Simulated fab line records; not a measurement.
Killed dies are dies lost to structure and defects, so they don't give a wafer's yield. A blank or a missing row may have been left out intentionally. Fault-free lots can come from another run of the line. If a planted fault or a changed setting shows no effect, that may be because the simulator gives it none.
fab line records	flow nand_harc
[record] lots = 14	wafers = 42	last_day = 34
route steps=1302 shown A_BONDPAD@1216 THIN_TSV@1245 END@1302
lots with no fault: from the same line, run without faults
start_h: the number of hours between the record's first day and the start of the first shown wafer of the lot	wait_h: hours elapsed since this lot's preceding step	" as in the row above	L1.1+2: several wafers, shown together as one row	- no value, or no start given	* or withheld: withheld	< > ~ a bound
route shown NAME@n: NAME is a module with steps in the file, n the number in the route of the first one	usual: average and standard deviation across the fault-free wafers	same: alike in all rows	chamber/n: place in a boat	sites: per-site readings	_std_site: how widely they spread, as a standard deviation	_edge_site: inner sites' mean taken away from outer sites' mean	radius_mm: for every site, how far away it sits from the centre of the wafer	mask NAME#n: copy n	behind: the last tool/chamber to shape the wafer	hold: why the lot went on hold/how many hours it stayed there/how the hold came to an end	device: transistor that didn't switch, given as n, p or np	end of line: the same wafers' tests at the end of the route	a step with no rows: only its recipe	killed: dies that structure and defects cost at the first sort, which is not the same as the wafer's yield	map: a wafer's dies, x killed, . not, _ none there
set.NAME: the setting that was run; set.NAME@STEP: the one run at that earlier step	model.NAME: the simulator's own value behind a step, which no gauge read
the route's steps for a sample of lots (tables are steps, rows are wafers)
services: the hour from which a tool's chamber was out of use, counted from the record's first day as start_h (under 0 if before that day), plus the number of hours and why
[[steps]]
[step NHARC_A_BONDPAD_OVL_MEAS_35]
[usual] overlay_x_nm = -1/6.8	overlay_y_nm = -1/4.1
lot.wafer	tool	chamber	start_h	wait_h	overlay_x_nm	overlay_y_nm
L881.2	overlay-01	-	527.60	-	-6	-6
L881.3	"	-	"	"	-6	-6
L881.5	"	-	"	"	-6	-6
L882.1	overlay-02	-	541.30	-	1	-2
L882.2	"	-	"	"	1	-2
L882.4	"	-	"	"	1	-2
L884.2	overlay-01	-	543.66	-	-8	-5
L884.5	"	-	"	"	-8	-4
L884.6	"	-	"	"	-8	-4
L885.2	overlay-01	-	559.82	-	0	-1
L885.3	"	-	"	"	0	-1
L885.6	"	-	"	"	0	-1
L887.2	overlay-02	-	591.34	-	5	-3
L887.3	"	-	"	"	4	-3
L887.5	"	-	"	"	4	-3
L889.2	overlay-02	-	632.46	-	-13	0
L889.3	"	-	"	"	-13	0
L889.4	"	-	"	"	-12	0
L892.1	overlay-01	-	642.71	-	-7	-9
L892.3	"	-	"	"	-7	-9
L892.6	"	-	"	"	-7	-9
L898.1	overlay-02	-	681.75	-	6	-1
L898.2	"	-	"	"	6	-1
L898.3	"	-	"	"	6	0
L899.4	overlay-01	-	716.42	-	4	2
L899.5	"	-	"	"	5	2
L899.6	"	-	"	"	4	1
L901.1	overlay-02	-	721.37	-	-7	0
L901.2	"	-	"	"	-6	0
L901.3	"	-	"	"	-6	1
L900.1	overlay-01	-	723.06	-	-10	-2
L900.3	"	-	"	"	-9	-3
L900.4	"	-	"	"	-9	-2
L902.4	overlay-02	-	735.71	-	2	1
L902.5	"	-	"	"	1	1
L902.6	"	-	"	"	1	1
L904.2	overlay-02	-	765.03	-	10	-9
L904.3	"	-	"	"	10	-9
L904.5	"	-	"	"	10	-9
L903.2	overlay-01	-	778.10	-	-2	-1
L903.3	"	-	"	"	-1	-2
L903.6	"	-	"	"	-1	-2
[step NHARC_THIN_TSV_CMP_01]
[recipe] target_thk_um = 3
[usual] motor_current_A = 12.2/1.2
lot.wafer	tool	chamber	start_h	wait_h	motor_current_A
L881.3	cmp-03	2	541.18	0.6	11.3
L881.2	"	0	"	"	11.5
L881.5	"	1	"	"	12.7
L884.2	cmp-04	0	558.43	0.9	11.7
L884.6	"	3	"	"	10.0
L884.5	"	0	"	"	12.1
L882.2	cmp-01	0	559.60	0.8	14.0
L882.4	"	1	"	"	13.1
L882.1	"	3	"	"	11.3
L885.2	cmp-01	0	573.17	0.8	13.3
L885.3	"	2	"	"	12.8
L885.6	"	1	"	"	13.0
L887.2	cmp-01	0	605.06	0.9	13.5
L887.3	"	1	"	"	13.1
L887.5	"	3	"	"	10.9
L889.2	cmp-03	1	649.09	0.8	12.8
L889.4	"	2	"	"	10.8
L889.3	"	0	"	"	12.2
L892.1	cmp-04	0	656.39	1.0	12.2
L892.3	"	1	"	"	12.3
L892.6	"	1	"	"	11.6
L898.2	cmp-01	3	695.15	0.9	11.5
L898.1	"	0	"	"	13.0
L898.3	"	1	"	"	12.7
L899.4	cmp-04	3	735.43	0.5	9.6
L899.6	"	2	"	"	14.9
L899.5	"	3	"	"	10.4
L901.2	cmp-01	0	736.62	0.8	13.5
L901.3	"	1	"	"	13.0
L901.1	"	3	"	"	11.1
L900.3	cmp-03	3	745.81	0.6	12.5
L900.4	"	1	"	"	12.8
L900.1	"	2	"	"	10.8
L902.4	cmp-04	0	755.91	0.5	12.2
L902.5	"	3	"	"	10.5
L902.6	"	0	"	"	11.5
L904.2	cmp-01	3	777.98	0.8	10.9
L904.3	"	1	"	"	13.0
L904.5	"	3	"	"	10.8
L903.2	cmp-01	0	794.29	0.9	13.2
L903.3	"	1	"	"	13.2
L903.6	"	3	"	"	10.8
[step NHARC_THIN_TSV_PVD_51]
[recipe] target_thk_a = 1000	chamber_pressure_pa = 5	material = Cu
[usual] throttle_valve_pct = 29.8/0.93
lot.wafer	tool	chamber	start_h	wait_h	throttle_valve_pct
L881.3	pvd_sputter-01	-	-	-	30.5
L881.2	"	-	"	"	29.5
L881.5	"	-	"	"	30.6
L884.2	pvd_sputter-01	-	-	-	30.3
L884.5	"	-	"	"	29.4
L884.6	"	-	"	"	30.3
L882.4	pvd_sputter-01	-	-	-	29.8
L882.1	"	-	"	"	29.5
L882.2	"	-	"	"	30.6
L885.2	pvd_sputter-02	-	-	-	27.7
L885.3	"	-	"	"	31.6
L885.6	"	-	"	"	29.5
L887.2	pvd_sputter-01	-	-	-	30.2
L887.3	"	-	"	"	29.9
L887.5	"	-	"	"	29.6
L889.4	pvd_sputter-02	-	-	-	29.0
L889.2	"	-	"	"	29.6
L889.3	"	-	"	"	31.0
L892.3	pvd_sputter-02	-	-	-	31.3
L892.1	"	-	"	"	28.7
L892.6	"	-	"	"	29.9
L898.1	pvd_sputter-02	-	-	-	31.2
L898.3	"	-	"	"	29.0
L898.2	"	-	"	"	29.5
L899.4	pvd_sputter-03	-	-	-	29.0
L899.6	"	-	"	"	29.1
L899.5	"	-	"	"	30.0
L901.1	pvd_sputter-02	-	-	-	29.1
L901.3	"	-	"	"	29.3
L901.2	"	-	"	"	31.2
L900.1	pvd_sputter-01	-	-	-	30.1
L900.4	"	-	"	"	30.0
L900.3	"	-	"	"	29.8
L902.4	pvd_sputter-03	-	-	-	29.2
L902.5	"	-	"	"	30.2
L902.6	"	-	"	"	28.2
L904.3	pvd_sputter-01	-	-	-	30.5
L904.2	"	-	"	"	28.1
L904.5	"	-	"	"	29.7
L903.3	pvd_sputter-02	-	-	-	29.2
L903.2	"	-	"	"	31.2
L903.6	"	-	"	"	29.0
[step NHARC_THIN_TSV_ECD_20]
[recipe] target_thk_a = 20000	material = Cu
lot.wafer	tool	chamber	start_h	wait_h
L881.2+3+5	ecd_cu-01	1	545.69	-
L884.2+5+6	ecd_cu-02	0,1,0	562.94	-
L882.1+2+4	ecd_cu-01	0,1,0	564.59	-
L885.2+3+6	ecd_cu-02	0,0,1	578.02	-
L887.2+3+5	ecd_cu-01	1	609.55	-
L889.2+3+4	ecd_cu-02	0,0,1	653.63	-
L892.1+3+6	ecd_cu-02	0,1,0	660.97	-
L898.2+1+3	ecd_cu-01	0,1,0	699.75	-
L899.4+6+5	ecd_cu-02	1,1,0	740.39	-
L901.2+1+3	ecd_cu-02	1,0,0	741.70	-
L900.1+3+4	ecd_cu-02	0,0,1	750.58	-
L902.4+6+5	ecd_cu-02	1,0,1	760.73	-
L904.2+3+5	ecd_cu-01	1	782.66	-
L903.2+3+6	ecd_cu-02	1,0,0	798.80	-
[step NHARC_END_SORT_01]
[recipe] temp_c = 25
[usual] defect_limited_yield = 89.8/2.4	killed_at_array = 64/16	killed_at_other = 1.0/1.1	killed_at_periphery = 3.5/2.3	killed_dies = 69/17	killed_open = 3.2/1.6	killed_short = 2.4/1.6
[same] gross_dies = 677
lot.wafer	tool	chamber	start_h	wait_h	defect_limited_yield[%]	killed_at_array	killed_at_other	killed_at_periphery	killed_dies	killed_open	killed_short
L889.2	prober-01	0	664.88	2.8	0	64	610	3	677	5	1
L889.3	prober-01	0	665.66	3.1	0	62	613	2	677	4	2
L889.4	prober-01	0	666.45	3.4	0	50	625	2	677	4	0
L892.1	prober-01	0	674.37	2.5	0	47	627	3	677	6	1
L892.3	prober-01	0	675.99	3.1	0	53	622	2	677	3	4
L892.6	prober-01	0	678.41	4.0	0	49	628	0	677	4	3
L898.1	prober-01	0	711.31	2.5	84.9	96	1	5	102	6	2
L898.2	prober-01	0	712.10	2.8	84.5	101	0	4	105	2	0
L898.3	prober-01	0	712.89	3.1	84.9	98	1	3	102	2	0
L899.4	prober-01	0	754.24	3.4	94.8	31	3	1	35	4	1
L899.5	prober-01	0	755.04	3.7	94.2	33	3	3	39	4	1
L899.6	prober-01	0	755.83	4.0	94.5	35	0	2	37	2	1
L900.1	prober-01	0	762.39	2.5	89.7	69	0	1	70	2	2
L900.3	prober-01	0	763.97	3.1	91.9	54	0	1	55	4	3
L900.4	prober-01	0	764.76	3.4	90.3	62	1	3	66	6	5
L903.2	prober-02	0	811.42	2.8	87.0	84	0	4	88	3	1
L903.3	prober-02	0	812.22	3.1	91.7	55	1	0	56	2	1
L903.6	prober-02	0	814.62	4.0	89.4	69	1	2	72	0	4
// killed by level:class
L889.2 THIN_TSV:area_ecd=609 A_CHANNEL_HOLE_D1:chamber_film_flake=34 A_CHANNEL_HOLE_D2:chamber_film_flake=18 A_CHANNEL_FILL_D1:chamber_film_flake=3 P_M2:chamber_film_flake=2 A_CONTACT:chamber_film_flake=2 P_CONTACT:geometric_particle:open=1 A_CHANNEL_FILL_D1:geometric_particle:short=1
L889.3 THIN_TSV:area_ecd=613 A_CHANNEL_HOLE_D1:chamber_film_flake=33 A_CHANNEL_HOLE_D2:chamber_film_flake=19 A_CHANNEL_FILL_D2:geometric_particle:short=2 A_SGD_CUT:geometric_particle:open=2 P_CONTACT:geometric_particle:open=1 A_WL_FILL:geometric_particle:open=1 P_STI:chamber_film_flake=1
L889.4 THIN_TSV:area_ecd=622 A_CHANNEL_HOLE_D1:chamber_film_flake=27 A_CHANNEL_HOLE_D2:chamber_film_flake=13 A_SLIT:chamber_film_flake=3 THIN_TSV:chamber_film_flake=3 A_ZERO_WELL:chamber_film_flake=2 P_CONTACT:geometric_particle:open=1 A_SGD_CUT:geometric_particle:open=1
L892.1 THIN_TSV:area_ecd=626 A_SLIT:chamber_film_flake=33 A_CHANNEL_HOLE_D1:chamber_film_flake=6 A_CONTACT:chamber_film_flake=2 P_M0:geometric_particle:open=1 A_ONON_D1:geometric_particle:open=1 A_CHANNEL_HOLE_D1:geometric_particle:open=1 A_CHANNEL_FILL_D1:geometric_particle:open=1
L892.3 THIN_TSV:area_ecd=621 A_SLIT:chamber_film_flake=34 A_CHANNEL_HOLE_D1:chamber_film_flake=8 A_CONTACT:chamber_film_flake=4 P_M0:geometric_particle:short=1 P_M2:geometric_particle:open=1 A_CHANNEL_FILL_D1:geometric_particle:open=1 A_CHANNEL_FILL_D1:geometric_particle:short=1
L892.6 THIN_TSV:area_ecd=626 A_SLIT:chamber_film_flake=27 A_CHANNEL_HOLE_D1:chamber_film_flake=8 A_CONTACT:chamber_film_flake=4 A_ONON_D1:geometric_particle:open=2 A_CHANNEL_FILL_D1:geometric_particle:short=2 THIN_TSV:chamber_film_flake=2 A_CHANNEL_HOLE_D1:geometric_particle:short=1
L898.1 A_SLIT:chamber_film_flake=39 A_CHANNEL_HOLE_D1:chamber_film_flake=32 A_CONTACT:chamber_film_flake=9 A_CHANNEL_HOLE_D2:chamber_film_flake=4 A_ZERO_WELL:chamber_film_flake=3 A_CHANNEL_FILL_D1:chamber_film_flake=2 A_STAIRCASE:chamber_film_flake=2 P_GATE:geometric_particle:short=1
L898.2 A_SLIT:chamber_film_flake=38 A_CHANNEL_HOLE_D1:chamber_film_flake=31 A_CONTACT:chamber_film_flake=17 A_CHANNEL_HOLE_D2:chamber_film_flake=7 P_M2:chamber_film_flake=3 A_ONON_D2:geometric_particle:open=2 A_CHANNEL_FILL_D1:chamber_film_flake=2 A_WL_FILL:chamber_film_flake=2
L898.3 A_CHANNEL_HOLE_D1:chamber_film_flake=36 A_SLIT:chamber_film_flake=34 A_CONTACT:chamber_film_flake=13 A_CHANNEL_FILL_D1:chamber_film_flake=4 A_CHANNEL_HOLE_D2:chamber_film_flake=4 P_M2:chamber_film_flake=3 A_CHANNEL_FILL_D2:chamber_film_flake=2 A_WL_FILL:chamber_film_flake=2
L899.4 A_CHANNEL_HOLE_D1:chamber_film_flake=12 A_SLIT:chamber_film_flake=7 A_CONTACT:chamber_film_flake=4 THIN_TSV:chamber_film_flake=3 A_M0:geometric_particle:open=2 A_M1:chamber_film_flake=2 P_STI:geometric_particle:short=1 A_ONON_D2:geometric_particle:open=1
L899.5 A_CHANNEL_HOLE_D1:chamber_film_flake=13 A_CONTACT:chamber_film_flake=11 A_SLIT:chamber_film_flake=5 THIN_TSV:chamber_film_flake=3 P_GATE:geometric_particle:open=1 A_CONTACT:geometric_particle:open=1 A_CONTACT:geometric_particle:short=1 A_BLC:geometric_particle:open=1
L899.6 A_CHANNEL_HOLE_D1:chamber_film_flake=13 A_SLIT:chamber_film_flake=8 A_STAIRCASE:chamber_film_flake=4 A_CONTACT:chamber_film_flake=2 A_M1:chamber_film_flake=2 A_ONON_D2:geometric_particle:open=1 A_CHANNEL_HOLE_D2:geometric_particle:short=1 A_M0:geometric_particle:open=1
L900.1 A_CHANNEL_HOLE_D2:chamber_film_flake=23 A_CHANNEL_HOLE_D1:chamber_film_flake=19 A_CONTACT:chamber_film_flake=6 A_SLIT:chamber_film_flake=4 A_STAIRCASE:chamber_film_flake=4 A_CHANNEL_FILL_D2:chamber_film_flake=3 A_WL_FILL:chamber_film_flake=3 A_BLC:geometric_particle:open=2
L900.3 A_CHANNEL_HOLE_D2:chamber_film_flake=20 A_SLIT:chamber_film_flake=7 A_STAIRCASE:chamber_film_flake=6 A_CHANNEL_HOLE_D1:chamber_film_flake=5 A_DECK1_JOINT:geometric_particle:short=2 A_M0:geometric_particle:open=2 A_ZERO_WELL:chamber_film_flake=2 A_CHANNEL_FILL_D2:chamber_film_flake=2
L900.4 A_CHANNEL_HOLE_D2:chamber_film_flake=19 A_CHANNEL_HOLE_D1:chamber_film_flake=11 A_SLIT:chamber_film_flake=7 A_STAIRCASE:chamber_film_flake=6 A_CHANNEL_FILL_D2:chamber_film_flake=4 A_CHANNEL_FILL_D1:geometric_particle:open=2 A_WL_FILL:chamber_film_flake=2 A_CONTACT:chamber_film_flake=2
L903.2 A_CHANNEL_HOLE_D2:chamber_film_flake=30 A_CHANNEL_HOLE_D1:chamber_film_flake=27 A_SLIT:chamber_film_flake=8 A_CONTACT:chamber_film_flake=6 A_STAIRCASE:chamber_film_flake=5 A_WL_FILL:chamber_film_flake=4 P_ZERO_WELL:chamber_film_flake=2 P_M1:geometric_particle:open=1
L903.3 A_CHANNEL_HOLE_D2:chamber_film_flake=14 A_CHANNEL_HOLE_D1:chamber_film_flake=13 A_SLIT:chamber_film_flake=8 A_STAIRCASE:chamber_film_flake=6 A_WL_FILL:chamber_film_flake=5 A_CONTACT:chamber_film_flake=5 A_BLC:geometric_particle:short=1 A_BLC:geometric_particle:open=1
L903.6 A_CHANNEL_HOLE_D2:chamber_film_flake=28 A_SLIT:chamber_film_flake=12 A_STAIRCASE:chamber_film_flake=9 A_CHANNEL_HOLE_D1:chamber_film_flake=7 A_CONTACT:chamber_film_flake=5 A_CHANNEL_FILL_D2:chamber_film_flake=2 A_WL_FILL:chamber_film_flake=2 P_M1:geometric_particle:short=1
[[services]]
tool	chamber	start_h	hours	kind
ecd_cu-01	-	520.62	1.4	repair
ecd_cu-01	-	528.71	8.0	pm
ecd_cu-02	-	573.85	0.9	repair
cmp-01	-	577.56	4.0	pm
ecd_cu-01	-	581.92	3.4	repair
pvd_sputter-01	-	582.00	10.0	pm
ecd_cu-02	-	596.16	8.0	pm
cmp-04	-	601.08	4.0	pm
pvd_sputter-01	-	626.33	3.5	repair
cmp-01	-	635.94	2.1	repair
pvd_sputter-02	-	638.00	10.0	pm
pvd_sputter-01	-	642.65	4.3	repair
pvd_sputter-01	-	656.88	5.1	repair
pvd_sputter-02	-	672.48	18.2	repair
cmp-01	-	675.56	4.0	pm
ecd_cu-02	-	694.85	18.1	repair
cmp-04	-	699.08	4.0	pm
pvd_sputter-01	-	701.68	6.0	repair
ecd_cu-01	-	704.71	8.0	pm
pvd_sputter-01	-	760.00	10.0	pm
ecd_cu-02	-	772.16	8.0	pm
pvd_sputter-02	-	772.51	1.2	repair
cmp-01	-	773.56	4.0	pm
cmp-01	-	781.09	5.0	repair
[[key]]
[first_sign] step = NHARC_END_SORT_01	reading = killed_at_other	direction = up	sigmas = 99+	usual = 1.0	struck = 620.8
[effect] step = NHARC_END_SORT_01	reading = defect_limited_yield	direction = down	sigmas = 37	usual = 89.8	struck = 0
[more_kills_born_at] NHARC_THIN_TSV_ECD_20@ecd_cu-02 = 3717
met_at NHARC_THIN_TSV_ECD_20
struck_lots L889,L892
later_rows_left_out L889.2,L889.3,L889.4,L892.1,L892.3,L892.6
not_acting_at NHARC_A_BONDPAD_OVL_MEAS_35,NHARC_THIN_TSV_CMP_01,NHARC_THIN_TSV_PVD_51
onset_between 578.02 653.63
[fault] kind = skipped_step_whole	tool = ecd_cu-02	chamber = -	onset_h = 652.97	steps = NHARC_THIN_TSV_ECD_20	scope = struck_lots_only
// later_rows_left_out: the simulator's readings of these wafers behind a module that went badly wrong aren't trusted and aren't shown, but for the sort
